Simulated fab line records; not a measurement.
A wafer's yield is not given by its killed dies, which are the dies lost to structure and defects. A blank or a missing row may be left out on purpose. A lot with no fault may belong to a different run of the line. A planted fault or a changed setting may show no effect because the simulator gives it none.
Chamber matching | flow n5Finfet | N5_ZERO_LAYER_ETCH_18 on rieSi-03: 4 sister chambers
The step etches Si in HBr/Cl2, target depth 120 nm, time 40 s. 8 wafers are shown with their chamber, then 11 later ones without.

WAFERS WITH THEIR CHAMBER
wafer  | chamber | drypumpMotorCurrentA (A) | oesProductAu (a.u.)
L080.4 | 1       | 5.1                      | 1.006
L082.1 | 2       | 5.7                      | 0.983
L082.3 | 3       | 5.5                      | 1.026
L082.4 | 0       | 6.4                      | 0.997
L083.3 | 1       | 5.1                      | 0.999
L083.5 | 3       | 5.6                      | 1.038
L083.6 | 0       | 6.4                      | 0.982
L086.3 | 2       | 5.7                      | 0.980

WAFERS WHOSE CHAMBER IS MISSING
wafer  | drypumpMotorCurrentA (A) | oesProductAu (a.u.)
L086.4 | 5.1                      | 1.004
L086.6 | 6.4                      | 0.976
L087.2 | 5.5                      | 1.030
L087.4 | 5.1                      | 1.001
L087.6 | 5.7                      | 0.973
L090.2 | 5.7                      | 0.985
L090.3 | 5.1                      | 0.994
L090.5 | 5.7                      | 0.982
L095.1 | 5.5                      | 1.032
L095.2 | 5.1                      | 0.993
L095.3 | 5.7                      | 0.982

WHICH CHAMBER EACH ONE RAN IN
wafer  | from the rows above | in truth
L086.4 | 1                   | 1
L086.6 | 0                   | 0
L087.2 | 3                   | 3
L087.4 | 1                   | 1
L087.6 | 2                   | 2
L090.2 | 2                   | 2
L090.3 | 1                   | 1
L090.5 | 2                   | 2
L095.1 | 3                   | 3
L095.2 | 1                   | 1
L095.3 | 2                   | 2
Correct placement for 11 of the 11. Can't be placed from these rows: 0. Wrongly placed: 0.
How it was worked out, from the rows above alone: a wafer's distance from a chamber is the root of the sum, over the readings, of the square of ((its reading less the chamber's mean) divided by the reading's scatter). The wafer belongs to the nearest chamber; if the next one is less than 2 further off, it can't be placed. Each chamber's mean is taken over the wafers shown for it. The scatter: the root of (the sum of the squares of (reading less its chamber's mean) over the shown wafers, divided by (wafers less chambers)).
